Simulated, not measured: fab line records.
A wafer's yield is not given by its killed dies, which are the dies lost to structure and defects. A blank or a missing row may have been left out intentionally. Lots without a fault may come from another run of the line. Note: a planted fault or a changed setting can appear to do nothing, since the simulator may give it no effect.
Which tool did it? -- flow n5_finfet -- 15 lots, 43 wafers sampled, at 5 steps of a route of 1938

== WHAT THE GAUGES READ, wafer by wafer ==
N5_BEOL_M15_OVL_MEAS_11.
lot,measured,on,V14_OVL (nm)
L680,day 11 10:43,overlay-02,0 4 3
L681,day 11 23:10,overlay-02,2 0 -2
L684,day 12 12:22,overlay-02,-3 5 1
L682,day 12 17:02,overlay-02,6 -2 3
L685,day 13 13:22,overlay-02,-1 -1 -3
L694,day 15 03:55,overlay-01,6 7 3
L692,day 15 09:43,overlay-02,1 0 -4
L695,day 15 12:16,overlay-01,3 16 12
L693,day 15 12:43,overlay-01,-3 -8 -11
L696,day 15 13:29,overlay-02,11 -1 9
L698,day 15 14:38,overlay-02,-6 -4
L699,day 16 12:39,overlay-02,1 11
L700,day 16 23:37,overlay-02,4 13 12
L703,day 17 02:16,overlay-01,-5 -6 13
L702,day 17 12:41,overlay-01,1 10 -7

N5_BEOL_M15_CD_MEAS_17: the cd target is 360 nm.
lot,measured,on,cd_nm (nm)
L680,day 11 11:19,cd_sem-03,360.1 358.8 360.9
L681,day 11 23:44,cd_sem-01,360.7 360.2 358.9
L684,day 12 12:56,cd_sem-03,361.9 363.0 361.6
L682,day 12 17:36,cd_sem-02,361.1 357.6 359.6
L685,day 13 14:13,cd_sem-01,357.3 357.4 360.8
L694,day 15 04:28,cd_sem-03,- - -
L692,day 15 10:16,cd_sem-02,- - -
L695,day 15 12:49,cd_sem-03,361.8 362.6 360.9
L693,day 15 13:21,cd_sem-01,- - -
L696,day 15 14:02,cd_sem-02,358.7 361.7 361.1
L698,day 15 15:11,cd_sem-03,364.5 360.7
L699,day 16 13:14,cd_sem-01,358.4 364.7
L700,day 17 00:49,cd_sem-01,363.0 362.8 360.3
L703,day 17 02:49,cd_sem-02,360.1 360.3 358.0
L702,day 17 13:15,cd_sem-02,358.5 361.9 359.4

== WHICH TOOL RAN EACH LOT (tool, then ch and the chambers of the sampled wafers, then the start) ==
lot,N5_BEOL_M15_ILD_DEP_00,N5_BEOL_M15_DESCUM_15,N5_BEOL_M15_VIA_ETCH_16
L680,"pecvd-03 ch 0,2, day 11 09:59","rie_diel-04 ch 0,1,3, day 11 10:49","rie_diel-04 ch 0,1,3, day 11 10:54"
L681,"pecvd-01 ch 0,1,2, day 11 22:26","rie_diel-03 ch 1,2, day 11 23:14","rie_diel-03 ch 1,2, day 11 23:19"
L684,"pecvd-01 ch 0,1, day 12 11:40","rie_diel-05 ch 0,2,3, day 12 12:26","rie_diel-05 ch 0,2,3, day 12 12:31"
L682,"pecvd-02 ch 0,2, day 12 16:20","rie_diel-04 ch 1,3, day 12 17:06","rie_diel-04 ch 1,3, day 12 17:11"
L685,"pecvd-02 ch 1,2, day 13 12:46","rie_diel-04 ch 0,1,3, day 13 13:43","rie_diel-04 ch 0,1,3, day 13 13:47"
L694,"pecvd-02 ch 0,1,2, day 15 03:12","rie_diel-04 ch 0,3, day 15 03:58","rie_diel-04 ch 0,3, day 15 04:03"
L692,"pecvd-02 ch 0,1, day 15 09:01","rie_diel-04 ch 0,1, day 15 09:46","rie_diel-04 ch 0,1, day 15 09:52"
L695,"pecvd-01 ch 1,2, day 15 11:40","rie_diel-04 ch 0,1, day 15 12:19","rie_diel-04 ch 0,1, day 15 12:24"
L693,"pecvd-01 ch 0,1, day 15 12:08","rie_diel-05 ch 0,1,3, day 15 12:51","rie_diel-05 ch 0,1,3, day 15 12:56"
L696,"pecvd-01 ch 0,1,2, day 15 12:46","rie_diel-03 ch 1,2,3, day 15 13:32","rie_diel-03 ch 1,2,3, day 15 13:38"
L698,"pecvd-01 ch 0,2, day 15 13:55","rie_diel-03 ch 0,2, day 15 14:41","rie_diel-03 ch 0,2, day 15 14:46"
L699,"pecvd-03 ch 0,1, day 16 12:11","rie_diel-05 ch 0,3, day 16 12:45","rie_diel-05 ch 0,3, day 16 12:56"
L700,"pecvd-02 ch 0,2, day 16 22:54","rie_diel-04 ch 0,1,3, day 17 00:19","rie_diel-04 ch 0,1,3, day 17 00:25"
L703,"pecvd-02 ch 0,1,2, day 17 01:40","rie_diel-05 ch 0,1, day 17 02:19","rie_diel-05 ch 0,1, day 17 02:24"
L702,"pecvd-01 ch 0,2, day 17 12:07","rie_diel-04 ch 0,1,3, day 17 12:45","rie_diel-04 ch 0,1,3, day 17 12:50"
- N5_BEOL_M15_ILD_DEP_00: deposits SiO2 from TEOS/O2, target thk 1629.3 nm, time 346.1 s.
- N5_BEOL_M15_DESCUM_15: chemistry O2, time 7.9 s.
- N5_BEOL_M15_VIA_ETCH_16: etches SiO2 in C4F8/O2/Ar, target depth 1792.2 nm.

== AS READ BY THE TOOLS THEMSELVES (means over the sampled wafers that have a number; for cases with no such wafer, the mark the record gives instead) ==
N5_BEOL_M15_ILD_DEP_00.
lot,tool,chamber_pressure_Torr (Torr),heater_power_w (W),showerhead_plenum_p_Torr (Torr),throttle_valve_pct (%)
L680,pecvd-03,6.515,636,8.322,18.0
L681,pecvd-01,6.494,783,8.322,18.7
L684,pecvd-01,6.512,643,8.338,19.1
L682,pecvd-02,6.503,452,8.331,18.1
L685,pecvd-02,6.514,451,8.341,18.9
L694,pecvd-02,6.480,475,8.338,18.6
L692,pecvd-02,6.509,474,8.326,18.8
L695,pecvd-01,6.487,777,8.309,18.3
L693,pecvd-01,6.500,695,8.341,19.1
L696,pecvd-01,6.494,681,8.323,18.7
L698,pecvd-01,6.482,765,8.337,18.4
L699,pecvd-03,6.476,629,8.337,18.8
L700,pecvd-02,6.510,477,8.357,18.0
L703,pecvd-02,6.502,474,8.338,18.4
L702,pecvd-01,6.514,647,8.358,18.7

N5_BEOL_M15_DESCUM_15.
lot,tool,drypump_motor_current_A (A),oes_product_au (a.u.),rf_vpp_V (V),showerhead_plenum_p_Torr (Torr),throttle_valve_pct (%)
L680,rie_diel-04,5.6,0.88,243.9,2.10,20.2
L681,rie_diel-03,5.6,0.75,241.8,2.03,20.4
L684,rie_diel-05,5.8,0.80,242.8,2.09,20.5
L682,rie_diel-04,5.3,0.86,243.8,2.16,20.0
L685,rie_diel-04,5.6,0.84,243.2,2.09,20.2
L694,rie_diel-04,6.0,0.79,244.0,2.08,20.4
L692,rie_diel-04,5.4,0.85,242.6,2.02,20.3
L695,rie_diel-04,5.4,0.84,242.8,2.02,20.3
L693,rie_diel-05,5.6,0.78,242.6,2.05,20.4
L696,rie_diel-03,5.6,0.86,244.8,2.16,20.3
L698,rie_diel-03,5.8,0.81,244.3,2.21,20.6
L699,rie_diel-05,5.7,0.81,242.2,2.07,20.4
L700,rie_diel-04,5.6,0.81,242.8,2.08,20.2
L703,rie_diel-05,5.7,0.75,241.2,2.00,20.3
L702,rie_diel-04,5.6,0.80,243.2,2.08,20.3

N5_BEOL_M15_VIA_ETCH_16.
lot,tool,C4F8_flow_sccm (sccm),O2_flow_sccm (sccm),drypump_motor_current_A (A),oes_o_777_au (a.u.),oes_product_au (a.u.),rf_vpp_V (V),showerhead_plenum_p_Torr (Torr),throttle_valve_pct (%)
L680,rie_diel-04,15.95,11.96,5.6,0.87,0.79,2233,3.45,30.72
L681,rie_diel-03,15.99,11.96,5.6,0.75,0.68,2243,3.35,30.88
L684,rie_diel-05,15.98,12.01,5.7,0.81,0.72,2201,3.42,30.93
L682,rie_diel-04,15.95,12.02,5.3,0.85,0.78,2254,3.56,30.52
L685,rie_diel-04,16.00,12.02,5.6,0.84,0.77,2232,3.44,30.73
L694,rie_diel-04,-,-,-,-,-,-,-,-
L692,rie_diel-04,-,-,-,-,-,-,-,-
L695,rie_diel-04,16.01,12.01,5.4,0.83,0.76,2238,3.34,30.81
L693,rie_diel-05,-,-,-,-,-,-,-,-
L696,rie_diel-03,16.01,11.99,5.6,0.87,0.79,2262,3.55,30.87
L698,rie_diel-03,16.02,12.01,5.9,0.80,0.72,2242,3.59,30.96
L699,rie_diel-05,15.96,12.01,5.8,0.81,0.72,2186,3.40,30.87
L700,rie_diel-04,15.98,12.00,5.6,0.80,0.73,2230,3.43,30.75
L703,rie_diel-05,15.99,11.98,5.7,0.74,0.67,2250,3.27,30.42
L702,rie_diel-04,16.01,12.01,5.6,0.80,0.72,2230,3.43,30.75

== THE ANSWER, worked out from the rows above alone ==
Rule: usual is defined by the lots themselves. Put in order of their means at a reading, lots are off if they are a third of the lots or fewer, leave a main group of 4 or more, and stand apart from it by a gap of 3 or more times the standard deviation of the main group's means; of several such gaps the widest counts. If all means in a main group match to the digits the tables above print for the reading, that group is not used. A lot without any number at a reading at which 4 lots or more have one is off too. All remaining lots with rows at the step are treated as sound. First the gauges in route order, then the tools' own readings, where a lot's mean is used as printed above. The first step at which some lot is off is used, and at that step the reading that is off furthest; a lot without a number counts as furthest.
Off: L694, L692, L693, at N5_BEOL_M15_CD_MEAS_17 (cd_nm). Without a number there: L694, L692, L693. Main group: mean 360.7 nm, sd 1.3.
A tool fits if, at a process step before that reading, it ran every lot that is off, and no sound lot after the first of them. Not tried: the gauges at N5_BEOL_M15_CD_MEAS_17; whatever is off there is also off at N5_BEOL_M15_VIA_ETCH_16, on other tools, and gauge error can't account for it. No candidate that was tried fits.

== WHAT HAD BEEN PUT IN BY THE SIMULATOR ==
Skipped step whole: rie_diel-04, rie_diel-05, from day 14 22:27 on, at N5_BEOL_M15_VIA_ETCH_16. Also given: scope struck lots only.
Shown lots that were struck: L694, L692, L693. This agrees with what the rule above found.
